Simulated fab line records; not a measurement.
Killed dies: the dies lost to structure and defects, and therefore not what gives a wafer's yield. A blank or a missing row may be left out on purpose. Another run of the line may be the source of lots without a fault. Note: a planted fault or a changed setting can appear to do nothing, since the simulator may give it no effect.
fab line records	flow n5-finfet
record lots=10	wafers=30	last-day=17
route steps=1938 shown SDB@359 HKMG_FIN@386 PASSIVATION@1936
lots that met no fault: from a run of the same line without faults
start-h: start of the lot's first displayed wafer, in hours after the record's first day	wait-h: hours elapsed since this lot's preceding step	" same as the row above	L1.1+2: one row covering several wafers at once	- no value present, or no start provided	* or withheld: withheld	< > ~ a bound
route shown NAME@n: names a module that has steps shown in the file, with the first one's number in the route	usual: average and standard deviation across the fault-free wafers	same: alike in all rows	chamber/n: place in a boat	sites: the reading at each site	_std_site: standard deviation of those values	_edge_site: outer sites' mean less inner sites'	radius-mm: how far each site lies from the wafer's centre	mask NAME#n: copy n	behind: the most recent tool/chamber to have shaped the wafer	hold: what put the lot on hold/how long, in hours/how the hold closed	device: which transistor (n, p or np) failed to switch	end of line: the tests these same wafers got at the end of their route	where a step has no rows: the recipe by itself	killed: count of dies lost to structure and defects at first sort (not the wafer's yield)	map: shows each die of a wafer: x if killed, . if not, _ if none is there
set.NAME: the setting as run; set.NAME@STEP: as run at that earlier step	model.NAME: the simulator's own value behind a step, which no gauge read
a sample of lots followed through the steps of the route, with each step as a table and each wafer as a row
services: the hour from which a tool's chamber was out of use, counted from the record's first day as start-h (under 0 if before that day), plus the number of hours and why
## steps
# step N5_SDB_DESCUM_16
# recipe chemistry=O2	time-s=7.9	source-power-w=50	bias-power-w=20	pressure-mtorr=20	rf-frequency-hz=2.712e+07	temp-c=40	resist=CAR-ArF	o2-flow-sccm=225
# usual bias-power-w=20.00/0.058	drypump-motor-current-A=5.7/0.38	oes-product-au=0.76/0.092	rf-vpp-V=243.3/1.6	showerhead-plenum-p-Torr=2.10/0.087	throttle-valve-pct=20.47/0.28
lot.wafer	tool	chamber	start-h	wait-h	bias-power-w	drypump-motor-current-A	oes-product-au	rf-hours-counter-h	rf-vpp-V	showerhead-plenum-p-Torr	throttle-valve-pct
L608.1	rie-diel-05	3	79.04	0.1	20.03	5.5	0.76	146	242.7	1.99	20.25
L608.4	"	0	"	"	19.98	5.8	0.75	139	243.3	2.19	20.83
L608.5	"	1	"	"	20.00	5.2	0.80	-	245.4	2.18	20.56
L609.2	rie-diel-03	1	80.27	0.0	20.01	5.2	0.68	245	243.9	2.18	20.76
L609.3	"	0	"	"	20.08	5.9	0.69	223	242.0	2.07	21.01
L609.6	"	2	"	"	20.11	4.8	0.69	-	244.6	2.15	20.28
L610.2	rie-diel-03	3	89.10	0.0	20.05	5.9	0.72	163	243.6	2.07	20.39
L610.5	"	1	"	"	20.00	5.2	0.68	-	244.9	2.18	20.77
L610.6	"	0	"	"	19.98	5.9	0.69	-	244.7	2.07	21.01
L611.2	rie-diel-03	3	91.87	0.0	20.10	5.8	0.73	164	241.7	2.07	20.39
L611.4	"	0	"	"	19.91	5.9	0.69	228	243.1	2.07	21.02
L611.6	"	2	"	"	20.01	4.8	0.69	-	244.0	2.15	20.29
L613.3	rie-diel-05	2	104.83	0.0	19.96	5.8	0.88	26	243.4	2.13	20.01
L613.5	"	2	"	"	20.04	5.8	0.88	-	243.8	2.13	20.03
L613.6	"	3	"	"	19.98	5.6	0.75	-	242.1	1.99	20.26
L619.1	rie-diel-04	0	141.45	0.2	20.07	5.7	0.73	196	241.4	2.00	20.74
L619.3	"	3	"	"	20.03	6.4	0.94	6	245.4	2.23	20.28
L619.6	"	1	"	"	20.07	5.6	0.68	-	241.3	1.97	20.63
L622.2	rie-diel-03	3	156.73	0.0	20.07	5.8	0.71	187	241.0	2.06	20.41
L622.3	"	1	"	"	20.09	5.2	0.91	15	243.1	2.18	20.43
L622.5	"	1	"	"	20.09	5.2	0.90	-	244.3	2.18	20.42
L624.1	rie-diel-05	1	167.55	0.0	19.92	5.2	0.79	154	242.8	2.17	20.60
L624.4	"	3	"	"	19.91	5.5	0.74	179	241.2	1.98	20.30
L624.5	"	3	"	"	19.91	5.6	0.74	-	242.2	1.98	20.30
L625.4	rie-diel-03	1	176.67	0.4	19.97	5.2	0.88	-	244.8	2.17	20.43
L625.5	"	0	"	"	19.95	5.9	0.99	-	241.9	2.06	20.45
L625.6	"	3	"	"	20.04	5.8	0.69	-	242.4	2.06	20.44
L626.1	rie-diel-04	2	179.98	0.0	20.00	5.9	0.68	251	244.7	2.11	20.08
L626.4	"	3	"	"	20.09	6.4	0.90	-	245.6	2.23	20.30
L626.6	"	0	"	"	20.12	5.7	0.72	-	241.2	2.00	20.75
# step N5_SDB_CUT_ETCH_26
# recipe chemistry=HBr/Cl2/O2	target=Si	target-depth-a=1296	bt-time-s=20	mask-material=SiNx	time-s=51.8	ion-energy-ev=*	bias-w=*	pressure-mtorr=10	icp-w=800	HBr_flow_sccm=150	Cl2_flow_sccm=80	O2_flow_sccm=12
# usual drypump-motor-current-A=5.6/0.44	oes_o_777_au=1.01/0.082	oes-product-au=0.998/0.015	throttle-valve-pct=37.3/0.49
lot.wafer	tool	chamber	start-h	wait-h	drypump-motor-current-A	oes_o_777_au	oes-product-au	rf-hours-counter-h	throttle-valve-pct
L608.1	rie-si-01	3	79.65	0.1	5.6	1.07	0.997	22	37.8
L608.4	"	2	"	"	5.1	0.88	0.970	-	37.0
L608.5	"	3	"	"	5.6	1.07	0.994	-	37.8
L609.2	rie-si-01	2	80.88	0.1	5.2	0.86	0.982	2	37.0
L609.3	"	0	"	"	5.6	1.12	0.997	78	37.0
L609.6	"	2	"	"	5.2	0.88	0.978	-	36.9
L610.2	rie-si-02	1	89.71	0.1	5.2	0.98	0.993	5	36.9
L610.5	"	3	"	"	5.8	0.93	1.015	-	37.4
L610.6	"	0	"	"	5.3	0.93	1.005	-	37.0
L611.2	rie-si-01	3	92.49	0.1	5.6	1.08	0.999	22	37.8
L611.4	"	0	"	"	5.6	1.11	1.001	78	37.0
L611.6	"	0	"	"	5.6	1.11	1.001	-	37.0
L613.3	rie-si-06	3	105.44	0.1	5.0	1.02	1.009	133	37.3
L613.5	"	3	"	"	5.0	1.01	1.022	-	37.3
L613.6	"	1	"	"	5.4	1.11	1.012	-	37.3
L619.1	rie-si-02	0	142.26	0.1	5.3	0.94	1.008	191	37.0
L619.3	"	2	"	"	6.6	1.04	0.972	170	38.2
L619.6	"	3	"	"	5.8	0.93	1.004	-	37.4
L622.2	rie-si-02	0	157.39	0.1	5.3	0.93	1.004	191	37.0
L622.3	"	2	"	"	6.6	1.04	0.979	170	38.2
L622.5	"	2	"	"	6.6	1.04	0.986	-	38.2
L624.1	rie-si-06	3	168.39	0.1	5.1	1.02	1.025	134	37.3
L624.4	"	2	"	"	6.0	1.02	0.981	157	37.8
L624.5	"	0	"	"	5.6	0.91	1.000	-	36.9
L625.4	rie-si-06	2	177.77	0.0	6.0	1.02	0.979	157	37.8
L625.5	"	3	"	"	5.1	1.03	1.028	-	37.3
L625.6	"	2	"	"	6.0	1.03	0.979	-	37.8
L626.1	rie-si-01	2	180.61	0.1	5.2	0.88	0.979	4	37.0
L626.4	"	2	"	"	5.2	0.86	0.984	-	37.0
L626.6	"	3	"	"	5.6	1.08	1.004	-	37.8
# step N5_SDB_ALD_29
# recipe material=SiNx	target-thk-a=300	temp-c=400	ald-precursor-family=SiH2I2	ald-co-reactant=N2/H2-plasma	pulse-time-s=1	ald-cycles=600	purge-time-s=2	co-reactant-purge-time-s=2	pressure-torr=2
# usual ald-cycles=600/0	heater-power-w=839/74	precursor-pulse-height-rel=1.001/0.019
lot.wafer	tool	chamber	start-h	wait-h	ald-cycles	heater-power-w	precursor-pulse-height-rel	since-wet-clean-h
L608.1	ald-sin-01	0	79.91	0.1	600	822	0.980	73
L608.4	"	2	"	"	600	794	0.982	73
L608.5	"	3	81.27	1.5	600	793	0.977	-
L609.2	ald-sin-04	2	81.28	0.2	600	883	1.016	269
L609.3	"	0	"	"	600	699	0.973	269
L609.6	"	2	82.63	1.6	600	877	0.970	-
L610.2	ald-sin-03	0	89.89	0.0	600	779	0.973	188
L610.5	"	0	91.25	1.4	600	791	1.029	-
L610.6	"	1	"	"	600	911	0.998	-
L611.2	ald-sin-03	2	92.83	0.2	600	867	1.008	191
L611.4	"	0	"	"	600	789	0.999	191
L611.6	"	2	94.18	1.5	600	893	1.007	-
L613.3	ald-sin-01	2	105.64	0.0	600	800	0.997	99
L613.5	"	1	106.99	1.4	600	791	1.033	-
L613.6	"	0	"	"	600	841	0.988	-
L619.1	ald-sin-03	0	142.45	0.0	600	769	0.995	241
L619.3	"	1	"	"	600	904	1.012	241
L619.6	"	0	143.80	1.4	600	772	1.005	-
L622.2	ald-sin-01	1	157.57	0.0	600	807	0.985	150
L622.3	"	2	"	"	600	789	0.989	150
L622.5	"	3	158.93	1.4	600	789	0.975	-
L624.1	ald-sin-01	0	168.57	0.0	600	858	1.013	161
L624.4	"	1	"	"	600	805	1.009	161
L624.5	"	1	169.92	1.4	600	789	1.013	-
L625.4	ald-sin-03	3	178.31	0.4	600	824	1.018	277
L625.5	"	3	179.66	1.7	600	876	1.002	-
L625.6	"	0	"	"	600	772	0.978	-
L626.1	ald-sin-03	3	181.01	0.3	600	850	0.984	279
L626.4	"	0	"	"	600	783	0.976	279
L626.6	"	3	182.37	1.6	600	817	1.030	-
# step N5_HKMG_FIN_HK_ALD_01
# recipe material=HfO2	target-thk-a=16	temp-c=withheld	ald-precursor-family=HfCl4	ald-co-reactant=H2O	pulse-time-s=3	purge-time-s=3	co-reactant-purge-time-s=2.5	co-reactant-pulse-time-s=0.3	ald-cycles=30
# usual ald-cycles=30/0	precursor-pulse-height-rel=0.996/0.02
lot.wafer	tool	chamber	start-h	wait-h	ald-cycles	precursor-pulse-height-rel	since-wet-clean-h
L608.1	ald-hk-01	0	83.55	0.0	30	0.986	54
L608.4	"	3	"	"	30	1.020	54
L608.5	"	0	"	"	30	0.937	-
L609.2	ald-hk-02	1	85.25	0.0	30	1.020	1861
L609.3	"	0	"	"	30	0.991	1861
L609.6	"	2	"	"	30	0.986	-
L610.2	ald-hk-01	1	93.54	0.0	30	1.000	64
L610.5	"	2	"	"	30	0.965	-
L610.6	"	3	"	"	30	1.019	-
L611.2	ald-hk-02	2	96.57	0.0	30	0.988	1873
L611.4	"	3	"	"	30	0.987	1873
L611.6	"	2	"	"	30	0.972	-
L613.3	ald-hk-02	2	109.44	0.0	30	1.003	1885
L613.5	"	1	"	"	30	0.963	-
L613.6	"	2	"	"	30	0.997	-
L619.1	ald-hk-02	3	146.20	0.0	35	1.019	1922
L619.3	"	2	"	"	35	0.968	1922
L619.6	"	2	"	"	35	1.010	-
L622.2	ald-hk-02	2	161.30	0.0	30	0.990	1937
L622.3	"	0	"	"	35	0.997	1937
L622.5	"	3	"	"	30	0.977	-
L624.1	ald-hk-03	0	172.22	0.0	30	1.004	1052
L624.4	"	2	"	"	30	0.974	1052
L624.5	"	3	"	"	30	0.993	-
L625.4	ald-hk-01	3	182.16	0.0	30	0.991	152
L625.5	"	3	"	"	30	1.036	-
L625.6	"	0	"	"	30	1.000	-
L626.1	ald-hk-03	1	184.88	0.0	30	0.985	1065
L626.4	"	0	"	"	30	0.989	1065
L626.6	"	2	"	"	30	1.019	-
# step N5_HKMG_FIN_THK_MEAS_70
# recipe thk-meas-gauge=xrf	reads=HfO2_of_HKMG_FIN_HK_ALD_01
# usual HK_THK=1.570/0.017
lot.wafer	tool	chamber	start-h	wait-h	HK_THK[nm]
L608.1	film-metro-01	-	87.03	0.2	1.556
L608.4	"	-	"	"	1.581
L608.5	"	-	"	"	1.578
L609.2	film-metro-01	-	88.75	0.2	1.570
L609.3	"	-	"	"	1.563
L609.6	"	-	"	"	1.560
L610.2	film-metro-01	-	97.15	0.2	1.580
L610.5	"	-	"	"	1.572
L610.6	"	-	"	"	1.559
L611.2	film-metro-02	-	100.30	0.2	1.557
L611.4	"	-	"	"	1.531
L611.6	"	-	"	"	1.559
L613.3	film-metro-01	-	112.99	0.2	1.576
L613.5	"	-	"	"	1.566
L613.6	"	-	"	"	1.568
L619.1	film-metro-02	-	149.67	0.2	1.832
L619.3	"	-	"	"	1.814
L619.6	"	-	"	"	1.828
L622.2	film-metro-02	-	164.74	0.2	1.559
L622.3	"	-	"	"	1.859
L622.5	"	-	"	"	1.567
L624.1	film-metro-02	-	175.69	0.2	1.510
L624.4	"	-	"	"	1.548
L624.5	"	-	"	"	1.575
L625.4	film-metro-01	-	185.72	0.2	1.576
L625.5	"	-	"	"	1.590
L625.6	"	-	"	"	1.554
L626.1	film-metro-02	-	188.48	0.2	1.562
L626.4	"	-	"	"	1.585
L626.6	"	-	"	"	1.559
# step N5_PASSIVATION_PROBE_49
# usual killed_at_M0_to_M3=34/9.7	killed_at_M4_up=14/5.7	killed-at-contacts=12/5.9	killed-at-front-end=37/10	killed-at-other=5/4.7	killed-dies=102/18	killed-open=65/12	killed-short=34/8.8
# same gross-dies=1180	killed-at-back-side=0
lot.wafer	tool	chamber	start-h	wait-h	killed_at_M0_to_M3	killed_at_M4_up	killed-at-contacts	killed-at-front-end	killed-at-other	killed-dies	killed-open	killed-short
L608.1	prober-02	-	274.54	0.0	36	15	12	42	5	110	69	41
L608.4	prober-02	-	274.69	0.2	45	8	4	42	1	100	46	54
L608.5	prober-02	-	274.74	0.2	41	16	10	50	5	122	80	42
L609.2	prober-02	-	289.61	0.1	22	10	10	35	5	82	55	24
L609.3	prober-02	-	289.66	0.1	22	9	6	41	3	81	50	28
L609.6	prober-02	-	289.81	0.3	29	13	12	44	1	99	59	40
L610.2	prober-01	-	293.53	0.1	40	21	4	51	0	116	82	34
L610.5	prober-01	-	293.68	0.2	56	22	17	61	1	157	101	56
L610.6	prober-01	-	293.73	0.3	37	15	10	58	2	122	87	35
L611.2	prober-02	-	293.89	0.1	30	5	21	32	9	97	63	34
L611.4	prober-02	-	293.99	0.2	17	10	21	38	7	93	52	40
L611.6	prober-02	-	294.09	0.3	30	8	8	55	5	106	67	38
L613.3	prober-02	-	325.55	0.1	43	7	19	42	4	115	72	43
L613.5	prober-02	-	325.65	0.2	29	13	23	34	3	102	74	27
L613.6	prober-02	-	325.70	0.3	28	12	22	38	3	103	70	31
L619.1	prober-02	-	339.75	0.0	23	21	6	25	0	75	46	28
L619.3	prober-02	-	339.85	0.1	23	12	7	38	4	84	58	24
L619.6	prober-02	-	340.00	0.3	34	9	7	34	4	88	56	31
L622.2	prober-02	-	357.02	0.1	50	18	8	37	0	113	67	43
L622.3	prober-02	-	357.07	0.1	43	26	8	27	1	105	74	31
L622.5	prober-02	-	357.17	0.2	53	25	23	31	1	133	84	48
L624.1	prober-02	-	372.26	0.0	28	16	14	41	3	102	64	37
L624.4	prober-02	-	372.41	0.2	40	8	13	42	7	110	61	48
L624.5	prober-02	-	372.46	0.2	25	9	11	33	10	88	52	34
L625.4	prober-01	-	376.39	0.2	43	14	27	31	3	118	72	43
L625.5	prober-01	-	376.44	0.2	35	10	29	34	3	111	71	37
L625.6	prober-01	-	376.49	0.3	48	7	30	30	3	118	65	52
L626.1	prober-02	-	406.87	0.0	33	13	13	40	1	100	66	26
L626.4	prober-02	-	407.02	0.2	27	20	16	30	1	94	54	35
L626.6	prober-02	-	407.12	0.3	23	16	8	35	1	83	59	23
# killed by level:class
L608.1 FIN_SAQP:geometric-particle:open=13 BEOL_M4:geometric-particle:open=10 MOL_CONTACT_COAG:geometric-particle:open=10 FIN_SAQP:geometric-particle:short=8 BEOL_M1:geometric-particle:open=7 BEOL_M0_SAQP:geometric-particle:short=6 BEOL_M0_SAQP:geometric-particle:open=5 BEOL_M1:geometric-particle:short=5
L608.4 FIN_SAQP:geometric-particle:short=23 BEOL_M1:geometric-particle:open=9 FIN_SAQP:geometric-particle:open=8 BEOL_M0_SAQP:geometric-particle:short=8 BEOL_M0_SAQP:geometric-particle:open=7 BEOL_M3:geometric-particle:open=7 BEOL_M3:geometric-particle:short=4 MOL_CONTACT_COAG:geometric-particle:open=3
L608.5 FIN_SAQP:geometric-particle:open=12 FIN_SAQP:geometric-particle:short=11 MOL_CONTACT_COAG:geometric-particle:open=8 BEOL_M0_SAQP:geometric-particle:open=8 BEOL_M4:geometric-particle:open=8 GATE_CUT:geometric-particle:open=7 BEOL_M0_SAQP:geometric-particle:short=7 BEOL_M3:geometric-particle:open=6
L609.2 FIN_SAQP:geometric-particle:short=8 MOL_CONTACT_COAG:geometric-particle:open=8 BEOL_M3:geometric-particle:open=7 BEOL_M1:geometric-particle:open=5 STARTING-WAFER:geometric-particle:open=5 FIN_SAQP:geometric-particle:open=4 BEOL_M2:geometric-particle:open=4 BEOL_M4:geometric-particle:open=4
L609.3 STI_FIN_REVEAL:geometric-particle:open=18 BEOL_M0:geometric-particle:open=8 DUMMY_GATE:geometric-particle:open=4 BEOL_M3:geometric-particle:open=4 STI_FIN_REVEAL:geometric-particle:short=3 GATE_CUT:geometric-particle:short=3 MOL_CONTACT_COAG:geometric-particle:open=3 MOL_CONTACT_COAG:geometric-particle:short=3
L609.6 BEOL_M2:geometric-particle:open=9 BEOL_M0_SAQP:geometric-particle:short=8 MOL_CONTACT_COAG:geometric-particle:open=7 FIN_SAQP:geometric-particle:short=6 DUMMY_GATE:geometric-particle:open=6 STI_FIN_REVEAL:geometric-particle:open=5 GATE_CUT:geometric-particle:open=5 MOL_CONTACT_COAG:geometric-particle:short=5
L610.2 STI_FIN_REVEAL:geometric-particle:open=18 BEOL_M4:geometric-particle:open=14 BEOL_M3:geometric-particle:open=9 DUMMY_GATE:geometric-particle:open=8 BEOL_M0_SAQP:geometric-particle:short=8 BEOL_M0_SAQP:geometric-particle:open=8 FIN_SAQP:geometric-particle:short=7 BEOL_M1:geometric-particle:open=6
L610.5 STI_FIN_REVEAL:geometric-particle:open=16 MOL_CONTACT_COAG:geometric-particle:open=14 FIN_SAQP:geometric-particle:open=13 FIN_SAQP:geometric-particle:short=11 BEOL_M4:geometric-particle:open=11 BEOL_M2:geometric-particle:open=10 BEOL_M3:geometric-particle:open=10 BEOL_M0_SAQP:geometric-particle:short=9
L610.6 STI_FIN_REVEAL:geometric-particle:open=22 FIN_SAQP:geometric-particle:open=11 BEOL_M4:geometric-particle:open=10 BEOL_M0_SAQP:geometric-particle:short=9 MOL_CONTACT_COAG:geometric-particle:open=8 BEOL_M1:geometric-particle:open=8 BEOL_M0_SAQP:geometric-particle:open=7 STI_FIN_REVEAL:geometric-particle:short=6
L611.2 MOL_CONTACT_COAG:geometric-particle:open=19 STI_FIN_REVEAL:geometric-particle:open=11 FIN_SAQP:geometric-particle:short=7 BEOL_M0_SAQP:geometric-particle:open=7 BEOL_M0_SAQP:geometric-particle:short=7 BEOL_M1:geometric-particle:open=5 BEOL_M1:geometric-particle:short=5 PAD_METAL:geometric-particle:short=4
L611.4 MOL_CONTACT_COAG:geometric-particle:open=14 FIN_SAQP:geometric-particle:short=9 STI_FIN_REVEAL:geometric-particle:open=9 MOL_CONTACT_COAG:geometric-particle:short=7 FIN_SAQP:geometric-particle:open=5 STI_FIN_REVEAL:geometric-particle:short=5 BEOL_M0_SAQP:geometric-particle:short=5 BEOL_M2:geometric-particle:open=4
L611.6 STI_FIN_REVEAL:geometric-particle:open=21 BEOL_M1:geometric-particle:open=13 FIN_SAQP:geometric-particle:short=10 MOL_CONTACT_COAG:geometric-particle:open=5 STI_FIN_REVEAL:geometric-particle:short=4 ILD0:geometric-particle:short=4 GATE_CUT:geometric-particle:short=4 BEOL_M0_SAQP:geometric-particle:open=4
L613.3 MOL_CONTACT_COAG:geometric-particle:open=16 FIN_SAQP:geometric-particle:open=10 BEOL_M2:geometric-particle:open=9 BEOL_M0_SAQP:geometric-particle:short=9 BEOL_M0_SAQP:geometric-particle:open=7 BEOL_M1:geometric-particle:open=7 FIN_SAQP:geometric-particle:short=6 GATE_CUT:geometric-particle:short=5
L613.5 MOL_CONTACT_COAG:geometric-particle:open=16 FIN_SAQP:geometric-particle:open=11 BEOL_M2:geometric-particle:open=9 MOL_CONTACT_COAG:geometric-particle:short=7 STI_FIN_REVEAL:geometric-particle:open=7 BEOL_M1:geometric-particle:open=5 BEOL_M4:geometric-particle:open=5 BEOL_M0_SAQP:geometric-particle:short=4
L613.6 MOL_CONTACT_COAG:geometric-particle:open=18 FIN_SAQP:geometric-particle:open=8 FIN_SAQP:geometric-particle:short=6 STI_FIN_REVEAL:geometric-particle:open=6 BEOL_M1:geometric-particle:open=6 BEOL_M2:geometric-particle:open=6 BEOL_M3:geometric-particle:open=6 DUMMY_GATE:geometric-particle:open=5
L619.1 BEOL_M0_SAQP:geometric-particle:short=10 BEOL_M4:geometric-particle:open=10 STI_FIN_REVEAL:geometric-particle:open=5 DUMMY_GATE:geometric-particle:open=5 MOL_CONTACT_COAG:geometric-particle:open=5 BEOL_M0_SAQP:geometric-particle:open=5 GATE_CUT:geometric-particle:short=4 DUMMY_GATE:geometric-particle:short=3
L619.3 BEOL_M0_SAQP:geometric-particle:open=11 STI_FIN_REVEAL:geometric-particle:open=10 BEOL_M4:geometric-particle:open=6 MOL_CONTACT_COAG:geometric-particle:open=5 FIN_SAQP:geometric-particle:short=4 DUMMY_GATE:geometric-particle:open=4 ILD0:geometric-particle:short=4 BEOL_M0_SAQP:geometric-particle:short=4
L619.6 DUMMY_GATE:geometric-particle:open=9 BEOL_M0_SAQP:geometric-particle:short=8 STI_FIN_REVEAL:geometric-particle:open=7 BEOL_M0_SAQP:geometric-particle:open=6 BEOL_M4:geometric-particle:open=6 MOL_CONTACT_COAG:geometric-particle:open=5 BEOL_M1:geometric-particle:open=5 DUMMY_GATE:geometric-particle:short=4
L622.2 BEOL_M0_SAQP:geometric-particle:short=16 FIN_SAQP:geometric-particle:short=11 BEOL_M2:geometric-particle:open=10 FIN_SAQP:geometric-particle:open=8 BEOL_M0_SAQP:geometric-particle:open=8 BEOL_M4:geometric-particle:open=8 BEOL_M3:geometric-particle:open=7 MOL_CONTACT_COAG:geometric-particle:open=6
L622.3 BEOL_M3:geometric-particle:open=11 BEOL_M0_SAQP:geometric-particle:open=11 BEOL_M4:geometric-particle:open=11 BEOL_M0_SAQP:geometric-particle:short=8 FIN_SAQP:geometric-particle:open=6 MOL_CONTACT_COAG:geometric-particle:open=6 BEOL_M5:geometric-particle:open=5 BEOL_M6:geometric-particle:open=5
L622.5 MOL_CONTACT_COAG:geometric-particle:open=17 BEOL_M0_SAQP:geometric-particle:short=16 BEOL_M0_SAQP:geometric-particle:open=13 BEOL_M4:geometric-particle:open=13 BEOL_M3:geometric-particle:open=13 STI_FIN_REVEAL:geometric-particle:open=7 GATE_CUT:geometric-particle:short=6 MOL_CONTACT_COAG:geometric-particle:short=6
L624.1 FIN_SAQP:geometric-particle:short=12 MOL_CONTACT_COAG:geometric-particle:open=12 BEOL_M0_SAQP:geometric-particle:open=9 STI_FIN_REVEAL:geometric-particle:open=6 BEOL_M0_SAQP:geometric-particle:short=6 STARTING-WAFER:geometric-particle:short=5 BEOL_M3:geometric-particle:open=5 BEOL_M4:geometric-particle:open=5
L624.4 BEOL_M0_SAQP:geometric-particle:short=9 FIN_SAQP:geometric-particle:short=8 FIN_SAQP:geometric-particle:open=8 BEOL_M0_SAQP:geometric-particle:open=8 MOL_CONTACT_COAG:geometric-particle:open=7 GATE_CUT:geometric-particle:short=6 MOL_CONTACT_COAG:geometric-particle:short=6 BEOL_M2:geometric-particle:open=6
L624.5 FIN_SAQP:geometric-particle:short=10 MOL_CONTACT_COAG:geometric-particle:open=9 BEOL_M2:geometric-particle:open=8 FIN_SAQP:geometric-particle:open=6 GATE_CUT:geometric-particle:short=6 BEOL_M4:geometric-particle:open=5 BEOL_M0_SAQP:geometric-particle:short=4 BEOL_M3:geometric-particle:open=4
L625.4 MOL_CONTACT_COAG:geometric-particle:open=24 BEOL_M2:geometric-particle:short=9 STI_FIN_REVEAL:geometric-particle:open=8 FIN_SAQP:geometric-particle:open=7 BEOL_M0:geometric-particle:short=7 BEOL_M0_SAQP:geometric-particle:open=6 BEOL_M2:geometric-particle:open=5 BEOL_M3:geometric-particle:short=5
L625.5 MOL_CONTACT_COAG:geometric-particle:open=23 STI_FIN_REVEAL:geometric-particle:open=15 BEOL_M0_SAQP:geometric-particle:open=7 MOL_CONTACT_COAG:geometric-particle:short=6 BEOL_M3:geometric-particle:short=6 BEOL_M2:geometric-particle:open=5 BEOL_M2:geometric-particle:short=5 ILD0:geometric-particle:open=4
L625.6 MOL_CONTACT_COAG:geometric-particle:open=20 MOL_CONTACT_COAG:geometric-particle:short=10 BEOL_M2:geometric-particle:short=9 BEOL_M2:geometric-particle:open=8 STI_FIN_REVEAL:geometric-particle:open=7 BEOL_M0_SAQP:geometric-particle:short=7 BEOL_M3:geometric-particle:short=7 FIN_SAQP:geometric-particle:open=5
L626.1 MOL_CONTACT_COAG:geometric-particle:open=10 BEOL_M1:geometric-particle:open=9 FIN_SAQP:geometric-particle:open=8 BEOL_M3:geometric-particle:open=8 FIN_SAQP:geometric-particle:short=7 BEOL_M0_SAQP:geometric-particle:open=6 DUMMY_GATE:geometric-particle:open=4 GATE_CUT:geometric-particle:short=4
L626.4 MOL_CONTACT_COAG:geometric-particle:open=12 FIN_SAQP:geometric-particle:short=8 BEOL_M3:geometric-particle:open=7 FIN_SAQP:geometric-particle:open=6 MOL_CONTACT_COAG:geometric-particle:short=4 BEOL_M1:geometric-particle:open=4 BEOL_M3:geometric-particle:short=3 BEOL_M7:geometric-particle:open=3
L626.6 STI_FIN_REVEAL:geometric-particle:open=8 FIN_SAQP:geometric-particle:open=6 BEOL_M5:geometric-particle:open=6 MOL_CONTACT_COAG:geometric-particle:open=6 BEOL_M1:geometric-particle:open=5 BEOL_M3:geometric-particle:open=5 BEOL_M4:geometric-particle:open=5 STARTING-WAFER:geometric-particle:open=5
## services
tool	chamber	start-h	hours	kind
rie-si-06	0	56.61	6.6	repair
rie-si-01	-	58.73	2.8	pm
ald-sin-03	1	59.28	4.6	repair
ald-hk-02	-	60.73	8.7	pm
rie-diel-04	3	69.09	8.9	repair
ald-sin-04	0	71.47	8.2	repair
rie-si-01	1	78.73	8.7	repair
ald-hk-02	-	85.63	1.0	repair
rie-diel-03	1	92.62	-	clean
rie-diel-03	1	92.62	-	consumable-replace:focus-ring
rie-diel-03	1	92.62	14.5	scheduled-down
rie-diel-03	1	92.62	14.5	vent-cycle
rie-si-02	1	95.81	3.7	repair
rie-si-06	2	102.92	7.8	repair
rie-si-01	0	105.83	9.1	repair
rie-si-02	1	135.16	1.1	repair
rie-diel-04	2	135.25	10.1	repair
rie-diel-04	-	138.03	2.8	pm
ald-hk-01	-	150.87	14.6	pm
rie-diel-04	1	159.48	5.8	repair
rie-si-01	0	162.52	20.5	repair
rie-si-01	2	163.49	14.8	repair
rie-si-02	-	168.87	0.4	repair
ald-sin-04	-	176.75	14.0	pm
## key
first-sign step=N5_HKMG_FIN_HK_ALD_01	reading=ald-cycles	direction=up	sigmas=99+	usual=*	struck=*
effect step=N5_HKMG_FIN_THK_MEAS_70	reading=HK_THK	direction=up	sigmas=15	usual=1.570	struck=1.833
met-at N5_HKMG_FIN_HK_ALD_01
struck-lots L619,L622
struck-wafers L619.1,L619.3,L619.6,L622.3
tester-left-out L619,L622
not-acting-at N5_SDB_DESCUM_16,N5_SDB_CUT_ETCH_26,N5_SDB_ALD_29
onset-between 109.44 146.20
fault kind=process-parameter-drift	tool=ald-hk-02	chamber=-	onset-h=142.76	steps=N5_HKMG_FIN_HK_ALD_01	channel=ald-cycles	offset=*	shape=step	end-h=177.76	scope=struck-wafers-only	acts-in=*	stated=*
# tester-left-out: of these lots the tester's yield and bins aren't shown, on N5 and GAA mostly nor the transistor test; their killed dies are dies lost to structure and defects alone, not to doping, threshold or leakage, so they don't give the yield
